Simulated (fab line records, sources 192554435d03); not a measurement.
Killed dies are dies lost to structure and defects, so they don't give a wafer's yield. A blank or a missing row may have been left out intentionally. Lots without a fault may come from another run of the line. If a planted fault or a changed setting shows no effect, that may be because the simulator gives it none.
Chamber matching + flow n5-finfet + 4 sister chambers for N5_BEOL_M11_ALD_74 on ald-metal-04
The step deposits TaN, target thk 2 nm, pulse time 2 s, purge time 3 s. 8 wafers are shown with their chamber, then 9 later ones without.

== WAFERS WITH THEIR CHAMBER ==
| wafer  | chamber | heater-power-w (W) |
|--------|---------|--------------------|
| L078.5 | 3       | 356                |
| L081.2 | 0       | 502                |
| L081.6 | 0       | 497                |
| L082.2 | 1       | 498                |
| L082.6 | 3       | 344                |
| L093.1 | 2       | 429                |
| L093.5 | 2       | 419                |
| L093.6 | 1       | 493                |

== WAFERS MISSING THEIR CHAMBER ==
| wafer  | heater-power-w (W) |
|--------|--------------------|
| L094.2 | 423                |
| L094.4 | 353                |
| L094.6 | 500                |
| L095.1 | 511                |
| L095.3 | 351                |
| L095.5 | 500                |
| L097.2 | 358                |
| L097.3 | 487                |
| L097.4 | 491                |

== THE CHAMBER EACH PASSED THROUGH ==
| wafer  | from the rows above     | in truth |
|--------|-------------------------|----------|
| L094.2 | 2                       | 2        |
| L094.4 | 3                       | 3        |
| L094.6 | can't be placed: 0 or 1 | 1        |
| L095.1 | can't be placed: 0 or 1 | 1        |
| L095.3 | 3                       | 3        |
| L095.5 | can't be placed: 0 or 1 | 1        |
| L097.2 | 3                       | 3        |
| L097.3 | can't be placed: 1 or 0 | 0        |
| L097.4 | can't be placed: 1 or 0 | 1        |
Correctly placed: 4 of 9. Not placeable from these rows: 5 (in 5, the candidates include the true chamber). 0 placed wrongly.
How it was worked out, from the rows above alone: a wafer's distance from a chamber is the root of the sum, over the readings, of the square of ((its reading less the chamber's mean) divided by the reading's scatter). The wafer belongs to the nearest chamber; if the next one is less than 2 further off, it can't be placed. For every chamber, the mean is computed from those of its wafers that are shown. The scatter: take each reading less its chamber's mean, square it, sum over the shown wafers, divide by the number of wafers less the number of chambers, and take the root.
